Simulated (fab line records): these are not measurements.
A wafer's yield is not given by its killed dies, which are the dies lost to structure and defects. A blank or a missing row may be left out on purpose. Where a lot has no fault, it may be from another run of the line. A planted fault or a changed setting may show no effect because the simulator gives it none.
Chamber matching    flow n5_finfet    rie_diel-03 running N5_MOL_CONTACT_COAG_STRIP_96: 4 sister chambers
The step strips in N2/H2. 18 wafers are shown with their chamber, then 9 later ones without.

## WAFERS PAIRED WITH THEIR CHAMBERS
wafer   chamber  showerhead_plenum_p_Torr (Torr)  throttle_valve_pct (%)  bias_power_w (W)
L075.2  0        3.31                             19.6                    27.87
L075.5  3        3.42                             18.8                    28.02
L075.6  0        3.31                             19.6                    27.95
L078.2  3        3.41                             18.8                    28.02
L078.3  2        3.30                             18.9                    28.13
L078.4  0        3.30                             19.6                    27.98
L079.1  0        3.30                             19.6                    27.98
L079.3  3        3.41                             18.8                    28.05
L079.4  2        3.29                             18.9                    28.06
L082.1  2        3.29                             18.9                    28.12
L082.4  3        3.41                             18.8                    28.09
L082.5  2        3.29                             18.9                    28.07
L087.1  1        3.44                             19.0                    28.03
L087.3  3        3.40                             18.8                    28.01
L087.6  0        3.30                             19.2                    28.00
L091.2  0        3.29                             19.3                    27.84
L091.3  2        3.28                             18.4                    28.10
L091.5  2        3.28                             18.5                    28.10

SIGNATURES (means of the wafers above)
reading                   chamber 0  chamber 1  chamber 2  chamber 3  scatter within a chamber
showerhead_plenum_p_Torr  3.3017     3.4400     3.2883     3.4100     0.0074
throttle_valve_pct        19.483     19.000     18.750     18.800     0.178
bias_power_w              27.9367    28.0300    28.0967    28.0380    0.0461
Rule: a wafer lies at a distance from a chamber equal to the root of the sum of squares, over the readings, of (its reading less the chamber's mean, divided by the reading's scatter). The wafer belongs to the nearest chamber; if the next one is less than 2 further off, it can't be placed. How the scatter is found: for the shown wafers, subtract from each reading the mean of its chamber, square and add these, divide the total by (wafers less chambers), then take the root.

## WAFERS WHOSE CHAMBER IS MISSING
wafer   showerhead_plenum_p_Torr (Torr)  throttle_valve_pct (%)  bias_power_w (W)
L092.2  3.29                             19.2                    28.15
L092.3  3.28                             18.5                    27.99
L092.4  3.39                             18.9                    28.03
L093.4  3.28                             18.4                    28.06
L093.5  3.43                             19.0                    28.04
L093.6  3.28                             18.5                    27.95
L094.1  3.39                             18.8                    28.02
L094.3  3.43                             19.0                    27.97
L094.5  3.39                             18.9                    27.88

## WHICH CHAMBER EACH ONE RAN IN
wafer    from the rows above       in truth
L092.2   2                         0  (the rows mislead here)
L092.3   2                         2
L092.4   3                         3
L093.4   2                         2
L093.5   can't be placed: 1 or 3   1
L093.6   2                         2
L094.1   3                         3
L094.3   can't be placed: 1 or 3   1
L094.5   3                         3
Placed correctly: 6 of 9. These rows do not allow placing 2 (true chamber among the candidates in 2). 1 placed wrongly.
